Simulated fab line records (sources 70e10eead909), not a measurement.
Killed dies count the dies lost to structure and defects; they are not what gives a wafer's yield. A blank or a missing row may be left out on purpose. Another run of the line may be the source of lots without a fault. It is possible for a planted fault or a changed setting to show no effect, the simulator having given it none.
fab line records	flow nand_harc
record: lots: 13	wafers: 39	last_day: 32
route steps=1302 shown A_CONTACT@1010
lots with no fault: from the same line, run without faults
start_h: hours from the record's opening day to when the first of the lot's shown wafers began	wait_h: hours since the lot's step before	" unchanged from the row above	L1.1+2: several wafers, shown together as one row	- no value, or no start was given	* or withheld: withheld	< > ~ a bound
route shown NAME@n: a module of which the file shows steps, and the number in the route of the first	usual: mean/standard deviation taken from wafers without a fault	same: alike in all rows	chamber/n: place in a boat	sites: per-site readings	_std_site: the standard deviation of these	_edge_site: mean of outer sites minus mean of inner sites	radius_mm: how far each site lies from the wafer's centre	mask NAME#n: copy n	behind: the most recent tool/chamber to have shaped the wafer	hold: the reason the lot was held/the length of the hold in hours/how it ended	device: the n, p or np transistor that did not switch	end of line: the tests these same wafers got at the end of their route	where a step has no rows: the recipe by itself	killed: not the wafer's yield, but the dies lost to structure and defects at the first sort	map: the dies of a wafer, with x for killed, . for not killed, _ for no die there
set.NAME: setting as actually run; set.NAME@STEP: the setting as run at that earlier step	model.NAME: the simulator's own value behind a step, which no gauge read
the route's steps for a sample of lots (tables are steps, rows are wafers)
services: a tool's chamber out of use, with start hour (start_h, from the record's first day; less than 0 if before it), hours out, and reason
== steps ==
step: NHARC_A_CONTACT_ETCH_116
recipe: source_w: withheld	pressure_mtorr: 20	bias_v: 3000	time_s: 190	target_depth_a: 18500	ar_flow_sccm: withheld	c4f8_flow_sccm: withheld	o2_flow_sccm: withheld	chemistry: C4F8/O2/Ar
lot.wafer	tool	chamber	start_h	wait_h	rf_hours_counter_h
L873.1	har_cap_etch-02	0	503.12	0.1	82
L873.3	"	1	"	"	-
L873.5	"	1	"	"	-
L874.1	har_cap_etch-03	0	504.49	0.1	48
L874.3	"	0	"	"	-
L874.4	"	1	"	"	-
L878.1	har_cap_etch-02	1	531.80	0.2	89
L878.4	"	0	"	"	-
L878.5	"	1	"	"	-
L879.2	har_cap_etch-03	0	553.61	0.1	58
L879.4	"	1	"	"	-
L879.6	"	0	"	"	-
L880.4	har_cap_etch-01	1	560.96	0.1	-
L880.3	"	0	"	"	-
L880.5	"	0	"	"	-
L881.3	har_cap_etch-03	1	571.05	0.1	-
L881.5	"	0	"	"	-
L881.6	"	1	"	"	-
L887.3	har_cap_etch-02	0	637.45	0.2	-
L887.4	"	1	"	"	-
L887.6	"	1	"	"	-
L889.2	har_cap_etch-03	1	661.56	0.1	78
L889.3	"	0	"	"	-
L889.6	"	0	"	"	-
L892.2	har_cap_etch-03	1	672.33	0.1	80
L892.4	"	0	"	"	-
L892.3	"	1	"	"	-
L891.3	har_cap_etch-01	1	672.76	0.1	-
L891.4	"	0	"	"	-
L891.5	"	1	"	"	-
L893.4	har_cap_etch-01	0	682.71	0.1	-
L893.6	"	0	"	"	-
L893.5	"	1	"	"	-
L895.1	har_cap_etch-03	1	706.64	0.1	88
L895.4	"	0	"	"	-
L895.5	"	1	"	"	-
L894.2	har_cap_etch-02	1	707.57	0.1	119
L894.4	"	0	"	"	-
L894.5	"	0	"	"	-
step: NHARC_A_CONTACT_ETCH_123
recipe: source_w: withheld	pressure_mtorr: 20	bias_v: 400	time_s: 490	target_depth_a: 21100	ar_flow_sccm: withheld	c4f8_flow_sccm: 11.5	o2_flow_sccm: 7.2	chemistry: C4F8/O2/Ar
lot.wafer	tool	chamber	start_h	wait_h	rf_hours_counter_h
L873.1	har_cap_etch-02	0	504.32	0.1	83
L873.3	"	1	"	"	-
L873.5	"	1	"	"	-
L874.1	har_cap_etch-03	0	505.69	0.1	49
L874.3	"	0	"	"	-
L874.4	"	1	"	"	-
L878.1	har_cap_etch-02	1	533.40	0.2	90
L878.4	"	0	"	"	-
L878.5	"	1	"	"	-
L879.2	har_cap_etch-03	0	554.80	0.1	59
L879.4	"	1	"	"	-
L879.6	"	0	"	"	-
L880.4	har_cap_etch-01	1	562.27	0.3	-
L880.3	"	0	"	"	-
L880.5	"	0	"	"	-
L881.3	har_cap_etch-03	1	572.41	0.3	-
L881.5	"	0	"	"	-
L881.6	"	1	"	"	-
L887.3	har_cap_etch-02	0	639.20	0.3	-
L887.4	"	1	"	"	-
L887.6	"	1	"	"	-
L889.2	har_cap_etch-03	1	662.82	0.2	79
L889.3	"	0	"	"	-
L889.6	"	0	"	"	-
L892.2	har_cap_etch-03	1	673.59	0.2	81
L892.4	"	0	"	"	-
L892.3	"	1	"	"	-
L891.3	har_cap_etch-01	1	674.06	0.3	-
L891.4	"	0	"	"	-
L891.5	"	1	"	"	-
L893.4	har_cap_etch-01	0	684.01	0.3	-
L893.6	"	0	"	"	-
L893.5	"	1	"	"	-
L895.1	har_cap_etch-03	1	707.84	0.1	89
L895.4	"	0	"	"	-
L895.5	"	1	"	"	-
L894.2	har_cap_etch-02	1	708.82	0.2	121
L894.4	"	0	"	"	-
L894.5	"	0	"	"	-
step: NHARC_A_CONTACT_STRIP_55
recipe: o2_flow_sccm: 500	ar_flow_sccm: 0	bias_w: 0	chemistry: O2
usual: drypump_motor_current_A: 5.8/0.43	o2_flow_sccm: 499.9/1.3	oes_product_au: 0.999/0.0096	rf_vpp_V: 57.9/0.96	showerhead_plenum_p_Torr: 3.54/0.15	throttle_valve_pct: 17.037/0.0088
lot.wafer	tool	chamber	start_h	wait_h	drypump_motor_current_A	o2_flow_sccm	oes_product_au	rf_hours_counter_h	rf_vpp_V	showerhead_plenum_p_Torr	throttle_valve_pct
L873.3	rie_diel-08	2	-	-	5.3	499.8	1.004	24	58.5	3.52	17.038
L873.1	"	3	"	"	5.8	501.0	0.985	21	58.8	3.33	17.031
L873.5	"	1	"	"	5.9	498.5	0.986	-	57.9	3.46	17.037
L874.4	rie_diel-08	3	-	-	5.8	500.9	0.989	21	57.7	3.33	17.024
L874.3	"	0	"	"	6.4	499.7	0.993	19	57.9	3.80	17.039
L874.1	"	1	"	"	5.9	500.7	0.996	26	55.5	3.46	17.023
L878.4	rie_diel-08	3	-	-	5.8	500.2	0.998	27	59.7	3.32	17.048
L878.1	"	0	"	"	6.4	502.0	1.013	26	58.8	3.79	17.033
L878.5	"	2	"	"	5.3	499.7	1.001	-	57.0	3.51	17.043
L879.2	rie_diel-08	0	-	-	6.4	500.7	1.016	0	57.2	3.79	17.037
L879.4	"	3	"	"	5.8	498.5	0.996	0	57.1	3.32	17.031
L879.6	"	0	"	"	6.4	500.1	1.015	-	57.7	3.79	17.054
L880.4	rie_diel-08	3	-	-	5.8	500.4	0.991	0	56.2	3.32	17.028
L880.3	"	1	"	"	5.9	501.6	0.996	0	58.3	3.45	17.039
L880.5	"	3	"	"	5.8	500.4	0.988	-	57.8	3.32	17.050
L881.3	rie_diel-02	3	-	-	5.6	499.2	1.008	56	57.8	3.60	17.032
L881.6	"	2	"	"	5.6	499.9	1.000	-	58.2	3.52	17.046
L881.5	"	3	"	"	5.6	496.9	1.007	-	59.0	3.61	17.033
L887.4	rie_diel-08	0	-	-	6.4	499.6	1.006	12	59.2	3.78	17.022
L887.3	"	1	"	"	6.0	499.0	0.988	13	56.7	3.44	17.028
L887.6	"	0	"	"	6.4	500.7	1.013	-	57.8	3.79	17.042
L889.2	rie_diel-04	2	-	-	6.3	500.4	0.995	41	58.2	3.75	17.029
L889.3	"	1	"	"	6.0	501.3	1.004	41	58.8	3.75	17.040
L889.6	"	3	"	"	6.1	498.2	1.002	-	58.3	3.68	17.046
L892.2	rie_diel-04	1	-	-	6.0	501.4	0.993	45	58.3	3.75	17.033
L892.3	"	2	"	"	6.3	501.1	0.997	44	59.7	3.75	17.048
L892.4	"	0	"	"	5.3	500.4	1.010	-	57.9	3.42	17.017
L891.4	rie_diel-08	3	675.91	0.2	5.8	500.9	1.003	-	56.3	3.31	17.021
L891.3	"	2	"	"	5.3	497.4	0.981	-	58.5	3.50	17.040
L891.5	"	3	"	"	5.8	500.6	1.014	-	57.1	3.31	17.037
L893.4	rie_diel-02	0	-	-	6.7	500.8	0.986	35	57.8	3.58	17.030
L893.5	"	3	"	"	5.6	500.8	0.995	-	57.3	3.59	17.037
L893.6	"	0	"	"	6.7	498.9	0.994	-	58.1	3.58	17.029
L895.1	rie_diel-04	3	-	-	6.1	499.9	0.992	49	59.1	3.67	17.031
L895.4	"	1	"	"	6.0	498.9	1.008	54	58.6	3.74	17.043
L895.5	"	2	"	"	6.3	499.0	1.004	-	59.9	3.74	17.047
L894.4	rie_diel-02	2	-	-	5.5	500.8	0.996	42	57.7	3.49	17.040
L894.2	"	1	"	"	5.1	500.0	0.991	41	58.6	3.48	17.037
L894.5	"	2	"	"	5.5	499.3	0.997	-	58.2	3.49	17.039
step: NHARC_A_CONTACT_SOFTBAKE_64
recipe: temp_c: 105	time_s: 55
usual: heater_power_total_W: 188.46/0.14
lot.wafer	tool	chamber	start_h	wait_h	heater_power_total_W
L873.1	litho_track-04	0	512	-	188.30
L873.3	"	0	"	"	188.29
L873.5	"	0	"	"	188.70
L874.1	litho_track-01	0	513	-	188.31
L874.3	"	0	"	"	188.33
L874.4	"	0	"	"	188.42
L878.1	litho_track-01	0	540	-	188.52
L878.4	"	0	"	"	188.68
L878.5	"	0	"	"	188.33
L879.2	litho_track-01	0	564	-	191.40
L879.4	"	0	"	"	191.32
L879.6	"	0	"	"	191.72
L880.3	litho_track-01	0	571	-	191.71
L880.4	"	0	"	"	191.41
L880.5	"	0	"	"	191.42
L881.3	litho_track-01	0	578	-	191.80
L881.5	"	0	"	"	191.77
L881.6	"	0	"	"	191.37
L887.3	litho_track-06	0	644	-	188.35
L887.4	"	0	"	"	188.52
L887.6	"	0	"	"	188.39
L889.2	litho_track-04	0	669	-	188.37
L889.3	"	0	"	"	188.38
L889.6	"	0	"	"	188.27
L892.2	litho_track-04	0	681	-	188.41
L892.3	"	0	"	"	188.32
L892.4	"	0	"	"	188.37
L891.3	litho_track-06	0	681	-	188.57
L891.4	"	0	"	"	188.40
L891.5	"	0	"	"	188.37
L893.4	litho_track-01	0	690	-	188.66
L893.5	"	0	"	"	188.64
L893.6	"	0	"	"	188.73
L895.1	litho_track-04	0	713	-	188.31
L895.4	"	0	"	"	188.34
L895.5	"	0	"	"	188.52
L894.2	litho_track-04	0	715	-	188.33
L894.4	"	0	"	"	188.68
L894.5	"	0	"	"	188.41
== services ==
tool	chamber	start_h	hours	kind
rie_diel-08	-	498.20	0.6	repair
har_cap_etch-01	-	498.26	17.0	pm
rie_diel-08	0	500.11	-	clean
rie_diel-08	1	500.11	-	clean
rie_diel-08	2	500.11	-	clean
rie_diel-08	3	500.11	-	clean
litho_track-01	-	505.00	7.0	pm
rie_diel-08	0	524.61	-	clean
rie_diel-08	1	524.61	-	clean
rie_diel-08	2	524.61	-	clean
litho_track-06	-	529.00	7.0	pm
har_cap_etch-02	-	535.22	0.4	repair
rie_diel-04	-	536.33	9.0	pm
rie_diel-08	-	545.53	9.0	pm
litho_track-04	-	553.00	7.0	pm
rie_diel-02	-	574.52	9.0	pm
rie_diel-08	0	646.93	37.9	repair
rie_diel-08	1	666.00	16.1	repair
rie_diel-04	3	673.68	6.7	repair
litho_track-01	-	680.00	7.0	pm
litho_track-06	-	704.00	7.0	pm
rie_diel-08	-	709.20	1.4	repair
rie_diel-04	-	711.55	0.3	repair
rie_diel-04	-	713.38	9.0	pm
== key ==
first_sign: step: NHARC_A_CONTACT_SOFTBAKE_64	reading: heater_power_total_W	direction: up	sigmas: 22	usual: *	struck: *
effect none on later readings
met_at NHARC_A_CONTACT_SOFTBAKE_64
struck_lots L879,L880,L881
tester_left_out L879,L880,L881
not_acting_at NHARC_A_CONTACT_ETCH_116,NHARC_A_CONTACT_ETCH_123,NHARC_A_CONTACT_STRIP_55
onset_between 540 564
fault: kind: process_parameter_drift	tool: litho_track-01	chamber: -	onset_h: 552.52	steps: NHARC_A_CONTACT_SOFTBAKE_64	channel: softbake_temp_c	offset: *	shape: step	end_h: 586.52	acts_in: *	stated: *
tester_left_out: of these lots the tester's yield and bins aren't shown, on N5 and GAA mostly nor the transistor test; their killed dies are dies lost to structure and defects alone, not to doping, threshold or leakage, so they don't give the yield
